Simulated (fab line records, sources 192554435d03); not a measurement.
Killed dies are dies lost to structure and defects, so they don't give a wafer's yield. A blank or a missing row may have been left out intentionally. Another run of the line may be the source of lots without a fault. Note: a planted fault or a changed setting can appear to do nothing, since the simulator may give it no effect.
fab line records    flow n5_finfet    part 2 of 2: steps 26 to 26 of 26
[record] lots = 6  wafers = 18  last_day = 18
route steps=1938 shown BEOL_M5@1130 PASSIVATION@1936
lots untouched by any fault: they come from a run of this same line in which no faults occurred
start_h: hours from the record's opening day to when the first of the lot's shown wafers began    wait_h: hours from the lot's prior step to this one    " the same as in the row above    L1.1+2: one row covering several wafers at once    - no value, or no start given    * or withheld: withheld    < > ~ a bound
route shown NAME@n: a module of which the file shows steps, and the number in the route of the first    usual: mean/standard deviation taken from wafers without a fault    same: alike in all rows    chamber/n: place in a boat    sites: per-site readings    _std_site: the standard deviation of these    _edge_site: the outer-site mean with the inner-site mean subtracted    radius_mm: how far each site lies from the wafer's centre    mask NAME#n: copy n    behind: the last tool/chamber to shape the wafer    hold: reason for holding the lot/hours on hold/outcome of the hold    device: whichever transistor did not switch (one of n, p or np)    end of line: at the end of the route, the tests of the same wafers    a step without rows: its recipe alone    killed: the dies lost at the first sort to structure and to defects; this is not the yield of the wafer    map: shows each die of a wafer: x if killed, . if not, _ if none is there
set.NAME: the setting that was run; set.NAME@STEP: the one run at that earlier step    model.NAME: the simulator's own value behind a step, which no gauge read
lots at selected steps of the route; one table per step, one row per wafer
services: a tool's chamber out of use, with start hour (start_h, from the record's first day; less than 0 if before it), hours out, and reason
[[steps]]
[step N5_PASSIVATION_PROBE_49]
[usual] defect_limited_yield = 91.1/1.4  killed_at_M0_to_M3 = 34/9.7  killed_at_M4_up = 13/5.1  killed_at_contacts = 14/6.3  killed_at_front_end = 40/11  killed_at_other = 3.5/2.7  killed_dies = 105/16  killed_on_rim = 13/4.1  killed_open = 70/12  killed_short = 34/7.8  sort_bin_5_function = 5.2/0.88  sort_bin_6_memory = 3.3/0.7  sort_bin_8_speed = 0.1/0.62  sort_n_pass = 1074/17  sort_yield_pct = 91.0/1.5
[same] gross_dies = 1180  killed_at_back_side = 0  sort_bin_4_leakage[%] = 0
lot.wafer  tool       chamber  start_h  wait_h  defect_limited_yield[%]  killed_at_M0_to_M3  killed_at_M4_up  killed_at_contacts  killed_at_front_end  killed_at_other  killed_dies  killed_on_rim  killed_open  killed_short  sort_bin_5_function[%]  sort_bin_6_memory[%]  sort_bin_8_speed[%]  sort_n_pass  sort_yield_pct[%]
L510.2     prober-01  -        331.36   0.1     92.3                     22                  17               12                  39                   1                91           10             57           33            5.2                     2.2                   0                    1089         92.3
L510.3     prober-01  -        331.41   0.1     90.6                     27                  20               18                  44                   2                111          15             80           31            6.2                     2.8                   0                    1069         90.6
L510.6     prober-01  -        331.56   0.3     90.3                     37                  11               19                  46                   1                114          20             75           39            5.9                     3.4                   0                    1066         90.3
L514.3     prober-01  -        339.42   0.1     91.1                     21                  28               13                  41                   2                105          13             78           26            5.4                     3.5                   0                    1075         91.1
L514.4     prober-01  -        339.47   0.2     93.6                     22                  9                15                  23                   7                76           16             54           22            3.8                     2.3                   0                    1104         93.6
L514.6     prober-01  -        339.57   0.3     92.6                     24                  16               8                   31                   8                87           16             60           27            4.5                     2.3                   0                    1093         92.6
L517.1     prober-01  -        369.13   0.0     90.5                     41                  16               12                  42                   1                112          14             65           45            5.5                     3.4                   0.1                  1068         90.5
L517.3     prober-01  -        369.23   0.1     89.9                     35                  14               16                  49                   5                119          19             68           50            6.2                     3.4                   0                    1061         89.9
L517.5     prober-01  -        369.33   0.2     88.5                     41                  22               28                  44                   1                136          23             85           51            7.1                     3.9                   0                    1044         88.5
L520.1     prober-01  -        371.50   0.0     92.0                     35                  19               11                  28                   1                94           12             67           26            4.8                     2.7                   0                    1086         92.0
L520.4     prober-01  -        371.65   0.2     92.7                     30                  11               4                   38                   3                86           9              57           28            4.4                     2.5                   0                    1094         92.7
L520.6     prober-01  -        371.75   0.3     92.2                     40                  9                7                   33                   3                92           14             67           25            4.2                     3.4                   0                    1088         92.2
L522.1     prober-01  -        387.99   0.0     92.8                     29                  8                12                  33                   3                85           12             54           30            4.6                     2.5                   0                    1095         92.8
L522.4     prober-01  -        388.14   0.2     92.4                     30                  6                12                  37                   5                90           8              56           32            3.6                     3.9                   0                    1090         92.4
L522.6     prober-01  -        388.24   0.3     90.7                     43                  9                16                  40                   2                110          12             64           45            5.3                     3.3                   0                    1070         90.7
// killed by level:class
L510.2 FIN_SAQP:geometric_particle:short=11 STI_FIN_REVEAL:geometric_particle:open=9 MOL_CONTACT_COAG:geometric_particle:open=8 BEOL_M4:geometric_particle:open=8 FIN_SAQP:geometric_particle:open=7 BEOL_M1:geometric_particle:open=5 MOL_CONTACT_COAG:geometric_particle:short=4 BEOL_M1:geometric_particle:short=4
L510.3 BEOL_M4:geometric_particle:open=15 STI_FIN_REVEAL:geometric_particle:open=14 MOL_CONTACT_COAG:geometric_particle:open=13 FIN_SAQP:geometric_particle:short=9 BEOL_M0_SAQP:geometric_particle:open=8 DUMMY_GATE:geometric_particle:open=7 BEOL_M1:geometric_particle:open=6 MOL_CONTACT_COAG:geometric_particle:short=5
L510.6 STI_FIN_REVEAL:geometric_particle:open=13 MOL_CONTACT_COAG:geometric_particle:open=13 BEOL_M2:geometric_particle:open=10 FIN_SAQP:geometric_particle:open=6 MOL_CONTACT_COAG:geometric_particle:short=6 BEOL_M0_SAQP:geometric_particle:open=6 FIN_SAQP:geometric_particle:short=5 BEOL_M0_SAQP:geometric_particle:short=5
L514.3 STI_FIN_REVEAL:geometric_particle:open=14 FIN_SAQP:geometric_particle:open=11 MOL_CONTACT_COAG:geometric_particle:open=10 BEOL_M1:geometric_particle:open=8 BEOL_M4:geometric_particle:open=7 BEOL_M5:geometric_particle:open=5 BEOL_M3:geometric_particle:open=4 BEOL_M7:geometric_particle:open=4
L514.4 MOL_CONTACT_COAG:geometric_particle:open=12 FIN_SAQP:geometric_particle:open=8 BEOL_M0_SAQP:geometric_particle:short=6 FIN_SAQP:geometric_particle:short=5 DUMMY_GATE:geometric_particle:open=4 BEOL_M0_SAQP:geometric_particle:open=4 BEOL_M1:geometric_particle:open=4 BEOL_M2:geometric_particle:open=4
L514.6 STI_FIN_REVEAL:geometric_particle:open=8 MOL_CONTACT_COAG:geometric_particle:open=7 GATE_CUT:geometric_particle:open=6 BEOL_M0_SAQP:geometric_particle:short=6 BEOL_M0_SAQP:geometric_particle:open=5 BEOL_M5:geometric_particle:open=5 FIN_SAQP:geometric_particle:open=4 BEOL_M3:geometric_particle:open=4
L517.1 BEOL_M0_SAQP:geometric_particle:short=16 FIN_SAQP:geometric_particle:short=13 MOL_CONTACT_COAG:geometric_particle:open=10 FIN_SAQP:geometric_particle:open=8 BEOL_M3:geometric_particle:open=8 BEOL_M0_SAQP:geometric_particle:open=6 BEOL_M4:geometric_particle:open=6 STI_FIN_REVEAL:geometric_particle:open=3
L517.3 FIN_SAQP:geometric_particle:short=18 BEOL_M0_SAQP:geometric_particle:open=12 MOL_CONTACT_COAG:geometric_particle:open=11 BEOL_M0_SAQP:geometric_particle:short=8 GATE_CUT:geometric_particle:open=7 STARTING-WAFER:geometric_particle:short=6 BEOL_M3:geometric_particle:open=5 STI_FIN_REVEAL:geometric_particle:open=4
L517.5 MOL_CONTACT_COAG:geometric_particle:open=22 FIN_SAQP:geometric_particle:short=17 BEOL_M0_SAQP:geometric_particle:open=14 FIN_SAQP:geometric_particle:open=12 BEOL_M0_SAQP:geometric_particle:short=11 BEOL_M5:geometric_particle:open=8 MOL_CONTACT_COAG:geometric_particle:short=6 BEOL_M3:geometric_particle:open=6
L520.1 STI_FIN_REVEAL:geometric_particle:open=12 MOL_CONTACT_COAG:geometric_particle:open=9 BEOL_M0_SAQP:geometric_particle:open=7 BEOL_M2:geometric_particle:open=6 BEOL_M1:geometric_particle:open=5 BEOL_M0_SAQP:geometric_particle:short=5 STI_FIN_REVEAL:geometric_particle:short=4 BEOL_M4:geometric_particle:open=4
L520.4 STI_FIN_REVEAL:geometric_particle:open=9 FIN_SAQP:geometric_particle:open=7 BEOL_M0_SAQP:geometric_particle:open=6 BEOL_M1:geometric_particle:open=6 BEOL_M4:geometric_particle:open=6 BEOL_M0_SAQP:geometric_particle:short=5 BEOL_M3:geometric_particle:open=5 STARTING-WAFER:geometric_particle:short=4
L520.6 BEOL_M3:geometric_particle:open=11 FIN_SAQP:geometric_particle:open=10 BEOL_M0_SAQP:geometric_particle:open=9 BEOL_M0_SAQP:geometric_particle:short=9 STI_FIN_REVEAL:geometric_particle:open=7 DUMMY_GATE:geometric_particle:open=6 BEOL_M4:geometric_particle:open=6 BEOL_M2:geometric_particle:open=5
L522.1 STI_FIN_REVEAL:geometric_particle:open=10 MOL_CONTACT_COAG:geometric_particle:open=9 GATE_CUT:geometric_particle:short=6 BEOL_M1:geometric_particle:open=6 GATE_CUT:geometric_particle:open=4 BEOL_M0_SAQP:geometric_particle:open=4 BEOL_M0_SAQP:geometric_particle:short=4 BEOL_M2:geometric_particle:open=4
L522.4 MOL_CONTACT_COAG:geometric_particle:open=12 FIN_SAQP:geometric_particle:short=8 GATE_CUT:geometric_particle:short=6 BEOL_M0_SAQP:geometric_particle:open=6 BEOL_M1:geometric_particle:open=6 STI_FIN_REVEAL:geometric_particle:open=5 BEOL_M0_SAQP:geometric_particle:short=5 FIN_SAQP:geometric_particle:open=4
L522.6 MOL_CONTACT_COAG:geometric_particle:open=13 FIN_SAQP:geometric_particle:short=12 BEOL_M0_SAQP:geometric_particle:open=11 BEOL_M0_SAQP:geometric_particle:short=11 BEOL_M2:geometric_particle:open=7 DUMMY_GATE:geometric_particle:open=6 BEOL_M1:geometric_particle:open=6 GATE_CUT:geometric_particle:short=5
[[services]]
tool            chamber  start_h  hours  kind
rie_diel-02     2        214.60   -      clean
rie_diel-02     2        214.60   -      consumable_replace:focus_ring
rie_diel-02     2        214.60   -      consumable_replace:showerhead
rie_diel-02     2        214.60   22.7   scheduled_down
rie_diel-02     2        214.60   22.7   vent_cycle
rie_diel-02     0        254.63   -      clean
rie_diel-02     0        254.63   -      consumable_replace:focus_ring
rie_diel-02     0        254.63   32.4   scheduled_down
rie_diel-02     0        254.63   32.4   vent_cycle
litho_track-04  -        276.01   -      consumable_replace:filter
rie_diel-02     3        287.04   -      clean
rie_diel-02     3        287.04   -      consumable_replace:focus_ring
rie_diel-02     3        287.04   29.0   scheduled_down
rie_diel-02     3        287.04   29.0   vent_cycle
rie_diel-03     1        298.81   7.3    repair
litho_track-05  -        309.19   -      consumable_replace:filter
rie_diel-02     1        322.00   2.0    repair
